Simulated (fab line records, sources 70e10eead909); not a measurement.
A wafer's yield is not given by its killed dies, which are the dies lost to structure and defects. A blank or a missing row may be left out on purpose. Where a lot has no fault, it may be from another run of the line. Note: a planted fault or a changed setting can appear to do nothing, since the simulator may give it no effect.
Chamber matching ; flow nand_harc ; 3 sister chambers for NHARC_P_M1_DEP_33 on pecvd-03
The step deposits SiCN, target thk 30 nm. 14 wafers are shown with their chamber, then 7 later ones without.

## WAFERS, EACH WITH ITS CHAMBER
wafer;chamber;heater_power_w (W);susceptor_temp_C (C)
L202.2;1;381;370.03
L202.4;1;380;369.90
L202.6;0;597;370.23
L203.2;0;607;369.92
L203.3;1;412;370.23
L203.4;2;606;370.06
L205.2;1;449;369.91
L205.3;2;537;370.03
L205.6;2;546;370.29
L207.1;1;414;369.97
L207.4;0;609;370.10
L207.5;1;416;370.02
L208.1;0;618;369.93
L208.5;1;476;369.82

SIGNATURES (means of the wafers above)
reading;chamber 0;chamber 1;chamber 2;scatter within a chamber
heater_power_w;607.75;418.29;563.00;30.5
susceptor_temp_C;370.0450;369.9829;370.1267;0.138
Rule: a wafer lies at a distance from a chamber equal to the root of the sum of squares, over the readings, of (its reading less the chamber's mean, divided by the reading's scatter). The wafer belongs to the nearest chamber; if the next one is less than 2 further off, it can't be placed. The scatter: take each reading less its chamber's mean, square it, sum over the shown wafers, divide by the number of wafers less the number of chambers, and take the root.

## WAFERS MISSING THEIR CHAMBER
wafer;heater_power_w (W);susceptor_temp_C (C)
L208.6;551;370.13
L210.1;425;369.85
L210.3;571;370.28
L210.6;558;370.06
L222.2;412;370.24
L222.3;610;370.37
L222.6;604;370.23

## WHICH CHAMBER EACH ONE RAN IN
wafer;from the rows above;in truth
L208.6;can't be placed: 2 or 0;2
L210.1;1;1
L210.3;can't be placed: 2 or 0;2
L210.6;can't be placed: 2 or 0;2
L222.2;1;1
L222.3;can't be placed: 2 or 0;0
L222.6;can't be placed: 0 or 2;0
2 of 7 placed correctly. Unplaceable from these rows: 5, with the true chamber sitting among the candidates in 5. Number placed wrongly: 0.
